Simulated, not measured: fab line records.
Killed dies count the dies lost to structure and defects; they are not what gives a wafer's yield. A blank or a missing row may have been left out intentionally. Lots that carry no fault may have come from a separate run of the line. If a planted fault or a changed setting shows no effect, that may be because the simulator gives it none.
8D (eight disciplines) problem report, filled in by code + flow n5_finfet + the parts of the form that need people (team, actions taken, sign-off) are left out

== 1. PROBLEM STATEMENT ==
At N5_HKMG_FIN_CD_MEAS_12, cd_nm averages 86.3 nm over 6 wafers from 2 lots, while fault-free wafers read 92.8 nm, standard deviation 0.62. That is -10 standard deviations from the usual mean.
The step: target cd 92.8 nm.
Seen first at day 5 10:49 on cd_sem-01, wafer L955.3. The record holds 26 wafers of 9 lots with a number at this step. By rule, "out" or "out of limits" means more than 4 standard deviations away from the usual mean. All remaining wafers that have a number are taken as sound.

== 2. WHAT IT IS, AND WHAT IT ISN'T ==
| question                    | is                     | is not                                                                                      |
|-----------------------------|------------------------|---------------------------------------------------------------------------------------------|
| which readings at this step | cd_nm                  | -                                                                                           |
| which lots                  | L955, L960             | L951, L952, L961, L963, L964, L966, L969                                                    |
| which wafers of those lots  | all that have a number | -                                                                                           |
| read on which gauges        | cd_sem-01, cd_sem-03   | cd_sem-02                                                                                   |
| when                        | from day 5 10:49       | up to then (6 sound wafers); but 14 sound wafers of L961, L963, L964, L966, L969 came after |

== 3. WHAT RULES OUT EACH SUSPECT ==
Counting: a tool stays on the suspect list if, at a process step up to the reading, it processed all lots that are out and no sound lot following the first of them.
- the gauge at N5_HKMG_FIN_CD_MEAS_12: ruled out. The wafers that are out were read on 2 gauges (cd_sem-01, cd_sem-03).
- rie_diel-06 at N5_HKMG_FIN_DESCUM_53 (chemistry O2, time 7.9 s): kept. Every lot that is out went through it, starting with L955 (day 5 07:38), and after that it ran no sound lot; the last sound lot it ran before then is L952 (day 4 12:23).
- rie_diel-06 at N5_HKMG_FIN_STRIP_93 (strips SOC in N2/H2, time 20 s): kept. Every lot that is out went through it, starting with L955 (day 5 08:21), and after that it ran no sound lot; the last sound lot it ran before then is L952 (day 4 13:07).
- arfi_scanner-01 at N5_HKMG_FIN_EXPOSE_09 (exposes mask NWFM): kept. Every lot that is out went through it, starting with L955 (day 5 10:41), and after that it ran no sound lot; the last sound lot it ran before then is L952 (day 4 15:35). Out on those wafers are its own readings of exposure_dose_mJ_cm2.
The count leaves rie_diel-06 at N5_HKMG_FIN_DESCUM_53, rie_diel-06 at N5_HKMG_FIN_STRIP_93, and arfi_scanner-01 at N5_HKMG_FIN_EXPOSE_09.

== 4. THE CAUSE (what the simulator had put in) ==
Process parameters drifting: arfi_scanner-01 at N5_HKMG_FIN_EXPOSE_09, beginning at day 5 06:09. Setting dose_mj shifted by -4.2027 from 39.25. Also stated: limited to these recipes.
3 suspects survive the count, and this tool is in that group.

== 5. THE CHAIN OF EFFECTS, in route order ==
One row per reading whose mean, taken over the struck wafers that have a number, lies over 3 standard deviations from the usual. Readings are gone through only where the record gives a usual standard deviation; hours: the median, over the lots, of the time from a lot's start at the first step in this table giving one to that lot's start at this step; sigmas: the change measured in usual standard deviations.
| hours | step                   | reading              | usual   | on struck wafers | change | sigmas |
|-------|------------------------|----------------------|---------|------------------|--------|--------|
| 0     | N5_HKMG_FIN_EXPOSE_09  | exposure_dose_mJ_cm2 | 39.21   | 35.41            | -3.80  | -97    |
| 0     | N5_HKMG_FIN_CD_MEAS_12 | cd_nm                | 92.8 nm | 86.3             | -6.5   | -10    |
Its process steps:
- N5_HKMG_FIN_EXPOSE_09: exposes mask NWFM.
Later steps that measure or inspect, where all struck wafers having a row at the step show a number for every such reading and not one has moved that far: N5_BEOL_M4_RC_MEAS_101.

== 6. HOW IT WOULD HAVE BEEN CAUGHT EARLIER ==
In this record the first reading out of limits at a measuring or inspecting step was taken at day 5 10:49, 5 hours after the fault began at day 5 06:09.
At N5_HKMG_FIN_EXPOSE_09, the tool's own readings (exposure_dose_mJ_cm2) were out on each struck wafer the step has a row for, so an alarm limit on them would have fired on the first such wafer.
Lots out: 2; of these, L960 started N5_HKMG_FIN_EXPOSE_09 on arfi_scanner-01 after day 5 10:49. A tool hold placed at that time would have kept it from harm.
